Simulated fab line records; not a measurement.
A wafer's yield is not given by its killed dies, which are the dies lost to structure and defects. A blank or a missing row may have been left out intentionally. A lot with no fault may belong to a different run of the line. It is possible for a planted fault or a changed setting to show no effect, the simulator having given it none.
A lot that was struck, set against a sound lot | flow n5_finfet | 24 out of 1938 route steps
Sound: the wafers L714.1, L714.4, L714.5. Struck: wafer L719.3 (L719.2, L719.6, from the same lot, were not struck and are left out); the cause is given at the end.
At each step with rows: each side's tool, then ch and its chambers, then its first start. Under that, the readings that differ: sound wafers | struck wafers | difference of the means | sigmas: that difference in standard deviations of wafers without a fault.
alike: words and numbers the same on both sides, and readings whose means are apart by under 2 such deviations; not compared: readings that were withheld, readings missing a value for some wafer, numbers with overlapping values and no deviation given by the record, and bounds like >300 which may hide the same value.
A row with sigmas, a row that says differs or no value, or rows on one side alone: a step with any of these is where the two part. Non-overlapping numbers with no deviation appear without sigmas and do not part them. A reading that every wafer of one side lacks parts them only if that side has two wafers or more.

first, 1 step without rows for these wafers: N5_BEOL_M13_HARDBAKE_32 (time 120 s).
N5_BEOL_M13_CD_MEAS_28: the cd target is 209.5 nm.
  sound on cd_sem-03 ch 0, day 12 21:51; struck on cd_sem-03 ch 0, day 14 00:13
  alike: cd_nm
N5_BEOL_M13_OVL_MEAS_29:
  sound on overlay-02 ch 0, day 12 21:53; struck on overlay-01 ch 0, day 14 00:15
  alike: M13_OVL
N5_BEOL_M13_INSPECT_30: inspects for defects (macro).
  sound on defect_inspect-01 at day 12 21:55; struck on defect_inspect-02 at day 14 00:17
  alike: raw_defect_count
N5_BEOL_M13_DESCUM_33: chemistry O2, time 7.9 s.
  sound on rie_diel-06 ch 0,2, day 12 21:56; struck on rie_diel-03 ch 2, day 14 00:19
  reading               | sound          | struck | difference | sigmas
  oes_product_au (a.u.) | 0.71 0.72 0.72 | 0.92   | +0.20      | +2
  alike: drypump_motor_current_A, rf_vpp_V, showerhead_plenum_p_Torr, throttle_valve_pct
  not compared: rf_hours_counter_h
then, 1 step without rows for these wafers: N5_BEOL_M13_ETCH_67 (etches SiARC in CF4, target depth 143 nm, time 238.3 s).
N5_BEOL_M13_ETCH_68: etches SOC in N2/H2, time 355 s.
  sound on rie_diel-06 ch 0,2, day 12 22:07; struck on rie_diel-03 ch 2, day 14 00:29
  reading                         | sound          | struck | difference | sigmas
  oes_product_au (a.u.)           | 0.72 0.73 0.72 | 0.92   | +0.20      | +2
  showerhead_plenum_p_Torr (Torr) | 2.66 2.54 2.66 | 2.49   | -0.13      | -2
  alike: drypump_motor_current_A, rf_vpp_V, throttle_valve_pct
  not compared: rf_hours_counter_h
then, 3 steps without rows for these wafers: N5_BEOL_M13_STRIP_69 (strips in N2/H2); N5_BEOL_M13_TRENCH_ETCH_34 (etches SiOC in C4F8/O2/Ar, target depth 413.47 nm, time 162.6 s); N5_BEOL_M13_STRIP_70 (strips in C4F8/O2/Ar).
N5_BEOL_M13_OCD_MEAS_35:
  sound on ocd-02 at day 12 22:31; struck on ocd-02 at day 14 00:53
  alike: trench_depth_nm
then, 1 step without rows for these wafers: N5_BEOL_M13_STRIP_37 (strips in N2/H2).
N5_BEOL_M13_ETCH_38: etches SiCN in CF4/N2, target depth 67.5 nm, time 71.9 s.
  sound on rie_diel-03 ch 0,2,3, day 13 01:32; struck on rie_diel-03 ch 2, day 14 02:43
  reading                                       | sound             | struck | difference | sigmas
  oes_product_au (a.u.)                         | 0.93 0.93 0.68    | 1.30   | +0.45      | +5
  model.etch.depth_nm (nm)                      | 58.44 56.71 54.69 | 96.94  | +40.33     |
  model.SiOC_of_BEOL_M13_ILD_DEP_00.thk_nm (nm) | 777.2 786.2 797.4 | 736.6  | -50.3      |
  alike: drypump_motor_current_A, rf_vpp_V, showerhead_plenum_p_Torr, throttle_valve_pct
  not compared: rf_hours_counter_h
then, 2 steps without rows for these wafers: N5_BEOL_M13_PRECLEAN_39 (cleans in residue remover, time 60 s); N5_BEOL_M13_SRD_40 (time 30 s, dry time 30 s).
N5_BEOL_M13_DEGAS_41: time 60 s.
  sound on pvd_sputter-03 at day 13 02:07; struck on pvd_sputter-01 at day 14 03:00
  alike: heater_power_w
then, 1 step without rows for these wafers: N5_BEOL_M13_PRE_CLEAN_42 (time 30 s).
N5_BEOL_M13_SPUTTER_43: material TaN, target thk 15 nm, time 24.19 s.
  sound on pvd_sputter-03 at day 13 02:11; struck on pvd_sputter-01 at day 14 03:05
  alike: throttle_valve_pct
then, 1 step without rows for these wafers: N5_BEOL_M13_SPUTTER_44 (material Ta, target thk 10 nm, time 16.13 s).
N5_BEOL_M13_SPUTTER_45: material Cu, target thk 80 nm, time 13.33 s.
  sound on pvd_sputter-03 at day 13 02:21; struck on pvd_sputter-01 at day 14 03:14
  alike: throttle_valve_pct
then, 2 steps without rows for these wafers: N5_BEOL_M13_ECD_47 (material Cu, target thk 936 nm); N5_BEOL_M13_ANNEAL_48 (time 90 s).
N5_BEOL_M13_CMP_49: polishes, stops on SiOC, t overpolish 17.1 s, target thk 420 nm.
  sound on cmp-02 ch 0,2, day 13 03:14; struck on cmp-04 ch 2, day 14 03:52
  reading                                       | sound             | struck | difference | sigmas
  model.SiOC_of_BEOL_M13_ILD_DEP_00.thk_nm (nm) | 767.2 776.2 787.4 | 726.6  | -50.3      |
  alike: barrier_field_endpoint_s, motor_current_A, overpolish_run_s, slurry_flow_ml_min
N5_BEOL_M13_THK_MEAS_50: measures by xrf.
  sound on film_metro-01 at day 13 03:32; struck on film_metro-01 at day 14 04:07
  alike: M13_THK

== WHERE THEY PART ==
At N5_BEOL_M13_DESCUM_33 first; at N5_BEOL_M13_ETCH_38 last (within this record only). Later steps at which nothing parts them and some readings are alike: N5_BEOL_M13_DEGAS_41, N5_BEOL_M13_SPUTTER_43, N5_BEOL_M13_SPUTTER_45, N5_BEOL_M13_CMP_49, N5_BEOL_M13_THK_MEAS_50.

WHY: what the simulator had put in
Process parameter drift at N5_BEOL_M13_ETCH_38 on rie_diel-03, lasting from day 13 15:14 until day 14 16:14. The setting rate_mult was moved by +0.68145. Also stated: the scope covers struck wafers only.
